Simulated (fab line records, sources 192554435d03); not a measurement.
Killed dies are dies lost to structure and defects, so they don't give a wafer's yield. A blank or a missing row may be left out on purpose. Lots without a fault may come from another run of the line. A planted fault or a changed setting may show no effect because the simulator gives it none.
Chamber matching | flow n5_finfet | N5_BEOL_M14_STRIP_37 on rie_diel-02: 4 sister chambers
The step strips in O2. 18 wafers are shown with their chamber, then 9 later ones without.

WAFERS WITH THEIR CHAMBER
wafer  | chamber | drypump_motor_current_A (A) | showerhead_plenum_p_Torr (Torr) | throttle_valve_pct (%)
L074.2 | 3       | 5.1                         | 2.16                            | 16.65
L074.3 | 1       | 4.7                         | 2.11                            | 16.85
L074.4 | 2       | 5.5                         | 2.08                            | 16.71
L076.2 | 0       | 5.7                         | 2.15                            | 17.16
L076.3 | 3       | 5.1                         | 2.16                            | 16.67
L076.5 | 0       | 5.7                         | 2.15                            | 17.14
L077.4 | 3       | 5.1                         | 2.16                            | 16.67
L077.5 | 2       | 5.5                         | 2.08                            | 16.70
L077.6 | 1       | 4.6                         | 2.10                            | 16.89
L078.1 | 1       | 4.7                         | 2.10                            | 16.93
L078.3 | 3       | 5.1                         | 2.15                            | 16.69
L078.4 | 3       | 5.1                         | 2.15                            | 16.68
L080.2 | 0       | 5.7                         | 2.15                            | 16.74
L080.3 | 3       | 5.1                         | 2.15                            | 16.71
L080.6 | 3       | 5.1                         | 2.15                            | 16.68
L082.2 | 2       | 5.5                         | 2.08                            | 16.70
L082.4 | 1       | 4.7                         | 2.10                            | 16.98
L082.5 | 2       | 5.5                         | 2.08                            | 16.73

SIGNATURES (means of the wafers above)
reading                  | chamber 0 | chamber 1 | chamber 2 | chamber 3 | scatter within a chamber
drypump_motor_current_A  | 5.700     | 4.675     | 5.500     | 5.100     | 0.0231
showerhead_plenum_p_Torr | 2.1500    | 2.1025    | 2.0800    | 2.1543    | 0.0042
throttle_valve_pct       | 17.0133   | 16.9125   | 16.7100   | 16.6786   | 0.0942
Rule: a wafer's distance from a chamber is the root of the sum, over the readings, of the square of ((its reading less the chamber's mean) divided by the reading's scatter). The wafer belongs to the nearest chamber; if the next one is less than 2 further off, it can't be placed. The scatter: the root of (the sum of the squares of (reading less its chamber's mean) over the shown wafers, divided by (wafers less chambers)).

WAFERS WITHOUT THEIR CHAMBER
wafer  | drypump_motor_current_A (A) | showerhead_plenum_p_Torr (Torr) | throttle_valve_pct (%)
L085.1 | 4.7                         | 2.09                            | 16.97
L085.2 | 5.1                         | 2.15                            | 16.72
L085.3 | 5.6                         | 2.14                            | 16.76
L087.2 | 4.7                         | 2.09                            | 16.99
L087.4 | 5.7                         | 2.14                            | 16.75
L087.5 | 5.1                         | 2.15                            | 16.73
L092.2 | 4.7                         | 2.09                            | 17.02
L092.5 | 5.6                         | 2.14                            | 16.77
L092.6 | 4.7                         | 2.09                            | 16.99

WHICH CHAMBER EACH WENT THROUGH
wafer  | from the rows above | in truth
L085.1 | 1                   | 1
L085.2 | 3                   | 3
L085.3 | 0                   | 0
L087.2 | 1                   | 1
L087.4 | 0                   | 0
L087.5 | 3                   | 3
L092.2 | 1                   | 1
L092.5 | 0                   | 0
L092.6 | 1                   | 1
Placed correctly: 9 of 9. Can't be placed from these rows: 0. Placed wrongly: 0.
